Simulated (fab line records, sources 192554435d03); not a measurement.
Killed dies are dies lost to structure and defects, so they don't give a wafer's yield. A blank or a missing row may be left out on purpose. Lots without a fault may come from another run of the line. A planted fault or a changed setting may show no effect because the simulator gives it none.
A struck lot beside a sound one | flow n5_finfet | 34 steps out of a route of 1938
Sound: wafers L199.2, L199.4, L199.5. Struck: wafer L202.5. (L202.4, L202.6 of the same lot were not struck and are left out.) The cause comes at the end.
At each step with rows: each side's tool, then ch and its chambers, then its first start. Under that, the readings that differ: sound wafers | struck wafers | difference of the means | sigmas: that difference in standard deviations of wafers without a fault.
alike: readings whose means differ by less than 2 such deviations, and words and numbers that are the same on both sides. not compared: withheld readings, readings that some wafer has no value for, bounds like >300 that may hide the same value, and numbers for which the record gives no deviation and whose values overlap.
The two part at a step that has a row with sigmas, a row that says differs or no value, or rows on one side only. Numbers that don't overlap but have no deviation are shown without sigmas and don't part them. A reading that every wafer of one side lacks parts them only if that side has two wafers or more.

first, 11 steps without rows for these wafers: N5_BEOL_M13_STRIP_69 (strips in N2/H2); N5_BEOL_M13_TRENCH_ETCH_34 (etches SiOC in C4F8/O2/Ar, target depth 413.47 nm, time 162.6 s); N5_BEOL_M13_STRIP_70 (strips in C4F8/O2/Ar); N5_BEOL_M13_STRIP_37 (strips in N2/H2); N5_BEOL_M13_ETCH_38 (etches SiCN in CF4/N2, target depth 67.5 nm, time 71.9 s); N5_BEOL_M13_PRECLEAN_39 (cleans in residue remover, time 60 s); N5_BEOL_M13_SRD_40 (time 30 s, dry time 30 s); N5_BEOL_M13_DEGAS_41 (time 60 s); N5_BEOL_M13_PRE_CLEAN_42 (time 30 s); N5_BEOL_M13_SPUTTER_43 (material TaN, target thk 15 nm, time 24.19 s); N5_BEOL_M13_SPUTTER_44 (material Ta, target thk 10 nm, time 16.13 s).
N5_BEOL_M13_SPUTTER_45: material Cu, target thk 80 nm, time 13.33 s.
  sound on pvd_sputter-02, day 14 14:56; struck on pvd_sputter-02, day 15 01:26
  alike: throttle_valve_pct
then, 21 steps without rows for these wafers: N5_BEOL_M13_ECD_47 (material Cu, target thk 936 nm); N5_BEOL_M13_ANNEAL_48 (time 90 s); N5_BEOL_M13_CMP_49 (polishes, stops on SiOC, t overpolish 17.1 s, target thk 420 nm); N5_BEOL_M13_PRE_CLEAN_52 (time 15 s); N5_BEOL_M13_DEP_53 (deposits SiCN from 3MS/NH3, target thk 50 nm, time 17.8 s); N5_BEOL_M14_ILD_DEP_00 (deposits SiO2 from TEOS/O2, target thk 1119.3 nm, time 237.4 s); N5_BEOL_M14_COAT_58 (time 60 s, resist thk 89 nm); N5_BEOL_M14_COAT_04 (resist thk 800 nm); N5_BEOL_M14_EBR_06; N5_BEOL_M14_SOFTBAKE_05 (time 60 s); N5_BEOL_M14_EXPOSE_07 (exposes mask V13); N5_BEOL_M14_PEB_08 (peb time 90 s); N5_BEOL_M14_DEVELOP_09 (develop time 45 s); N5_BEOL_M14_HARDBAKE_14 (time 120 s); N5_BEOL_M14_DESCUM_15 (chemistry O2, time 7.9 s); N5_BEOL_M14_ETCH_59 (etches BARC in N2/H2, target depth 89 nm, overetch 26.7 nm, time 67.9 s); N5_BEOL_M14_VIA_ETCH_16 (etches SiO2 in C4F8/O2/Ar, target depth 1231.3 nm); N5_BEOL_M14_STRIP_63 (strips in O2); N5_BEOL_M14_STRIP_64 (strips in O2); N5_BEOL_M14_STRIP_71 (strips in post etch residue remover, time 60 s); N5_BEOL_M14_SRD_72 (time 30 s, dry time 30 s).
N5_PASSIVATION_PROBE_49:
  the record has rows for the struck wafers here (prober-01, day 16 09:41) and none for the sound ones

WHERE THEY PART
Only at N5_PASSIVATION_PROBE_49, within this record.

WHY: what the simulator had put in
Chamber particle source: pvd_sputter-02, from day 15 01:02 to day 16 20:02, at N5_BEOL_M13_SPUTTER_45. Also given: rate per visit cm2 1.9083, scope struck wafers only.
